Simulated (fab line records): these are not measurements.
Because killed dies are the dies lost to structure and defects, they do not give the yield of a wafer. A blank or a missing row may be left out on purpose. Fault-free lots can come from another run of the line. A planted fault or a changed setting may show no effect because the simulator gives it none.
Matching of chambers :: flow nand_harc :: NHARC_A_STAIRCASE_DEP_322 on pecvd-01 has 3 sister chambers
The step deposits SiO2, target thk 3800 nm. 3 wafers are shown with their chamber, then 9 later ones without.

== EACH WAFER AND ITS CHAMBER ==
wafer: L081.1
chamber: 1
heater_power_w (W): 617

wafer: L090.4
chamber: 2
heater_power_w (W): 502

wafer: L090.6
chamber: 0
heater_power_w (W): 544

== WAFERS WHOSE CHAMBER IS MISSING ==
wafer: L093.1
heater_power_w (W): 743

wafer: L093.2
heater_power_w (W): 635

wafer: L093.3
heater_power_w (W): 686

wafer: L094.3
heater_power_w (W): 648

wafer: L094.4
heater_power_w (W): 620

wafer: L094.6
heater_power_w (W): 498

wafer: L097.1
heater_power_w (W): 738

wafer: L097.2
heater_power_w (W): 592

wafer: L097.6
heater_power_w (W): 512

== WHICH CHAMBER EACH WENT THROUGH ==
wafer: L093.1
from the rows above: can't be placed: 1 or 0 or 2
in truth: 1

wafer: L093.2
from the rows above: can't be placed: 1 or 0 or 2
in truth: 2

wafer: L093.3
from the rows above: can't be placed: 1 or 0 or 2
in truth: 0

wafer: L094.3
from the rows above: can't be placed: 1 or 0 or 2
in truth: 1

wafer: L094.4
from the rows above: can't be placed: 1 or 0 or 2
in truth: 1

wafer: L094.6
from the rows above: can't be placed: 2 or 0 or 1
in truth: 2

wafer: L097.1
from the rows above: can't be placed: 1 or 0 or 2
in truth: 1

wafer: L097.2
from the rows above: can't be placed: 1 or 0 or 2
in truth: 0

wafer: L097.6
from the rows above: can't be placed: 2 or 0 or 1
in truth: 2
Placed correctly: 0 of 9. Cannot be placed on the basis of these rows: 9; the candidates contain the true chamber in 9. Wrongly placed: 0.
How it was worked out, from the rows above alone: a wafer's distance from a chamber is the root of the sum, over the readings, of the square of ((its reading less the chamber's mean) divided by the reading's scatter). The wafer belongs to the nearest chamber; if the next one is less than 2 further off, it can't be placed. For every chamber, the mean is computed from those of its wafers that are shown. The scatter (one wafer shown for each chamber): square how far every hidden wafer sits from the nearest shown wafer, average those squares and take the square root.
